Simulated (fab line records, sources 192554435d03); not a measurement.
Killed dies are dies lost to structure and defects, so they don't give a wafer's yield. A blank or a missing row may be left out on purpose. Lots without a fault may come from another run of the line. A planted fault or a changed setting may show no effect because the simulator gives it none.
Chamber matching | flow n5_finfet | N5_BEOL_M15_ETCH_59 on rie_diel-04: 4 sister chambers
The step etches BARC in N2/H2, target depth 89 nm, overetch 26.7 nm, time 67.9 s. 16 wafers are shown with their chamber, then 8 later ones without.

WAFERS WITH THEIR CHAMBER
wafer  | chamber | drypump_motor_current_A (A) | throttle_valve_pct (%) | oes_product_au (a.u.)
L075.1 | 0       | 5.3                         | 17.90                  | 0.64
L075.3 | 0       | 5.3                         | 17.91                  | 0.63
L075.5 | 0       | 5.3                         | 17.90                  | 0.63
L079.2 | 1       | 5.5                         | 18.21                  | 0.85
L079.3 | 0       | 5.3                         | 17.95                  | 0.62
L079.6 | 2       | 5.9                         | 17.62                  | 0.68
L081.1 | 2       | 5.9                         | 17.65                  | 0.69
L081.3 | 3       | 6.0                         | 17.44                  | 0.78
L081.6 | 2       | 5.9                         | 17.63                  | 0.68
L084.1 | 3       | 6.0                         | 17.46                  | 0.77
L084.2 | 0       | 5.3                         | 17.94                  | 0.62
L084.4 | 2       | 5.9                         | 17.64                  | 0.69
L085.2 | 3       | 6.0                         | 17.47                  | 0.76
L085.3 | 2       | 5.9                         | 17.64                  | 0.68
L085.5 | 2       | 5.9                         | 17.65                  | 0.68
L086.1 | 0       | 5.4                         | 17.95                  | 0.61

SIGNATURES (means of the wafers above)
reading                 | chamber 0 | chamber 1 | chamber 2 | chamber 3 | scatter within a chamber
drypump_motor_current_A | 5.317     | 5.500     | 5.900     | 6.000     | 0.0264
throttle_valve_pct      | 17.9250   | 18.2100   | 17.6383   | 17.4567   | 0.0185
oes_product_au          | 0.6250    | 0.8500    | 0.6833    | 0.7700    | 0.00858
Rule: a wafer's distance from a chamber is the root of the sum, over the readings, of the square of ((its reading less the chamber's mean) divided by the reading's scatter). The wafer belongs to the nearest chamber; if the next one is less than 2 further off, it can't be placed. The scatter: the root of (the sum of the squares of (reading less its chamber's mean) over the shown wafers, divided by (wafers less chambers)).

WAFERS WITHOUT THEIR CHAMBER
wafer  | drypump_motor_current_A (A) | throttle_valve_pct (%) | oes_product_au (a.u.)
L086.4 | 5.4                         | 18.23                  | 0.82
L086.6 | 5.4                         | 17.96                  | 0.62
L094.1 | 5.4                         | 18.24                  | 0.79
L094.5 | 5.4                         | 18.25                  | 0.80
L094.6 | 5.3                         | 17.95                  | 0.60
L096.2 | 5.4                         | 18.26                  | 0.79
L096.3 | 6.0                         | 17.48                  | 0.73
L096.5 | 5.4                         | 18.27                  | 0.79

WHICH CHAMBER EACH WENT THROUGH
wafer  | from the rows above | in truth
L086.4 | 1                   | 1
L086.6 | 0                   | 0
L094.1 | 1                   | 1
L094.5 | 1                   | 1
L094.6 | 0                   | 0
L096.2 | 1                   | 1
L096.3 | 3                   | 3
L096.5 | 1                   | 1
Placed correctly: 8 of 8. Can't be placed from these rows: 0. Placed wrongly: 0.
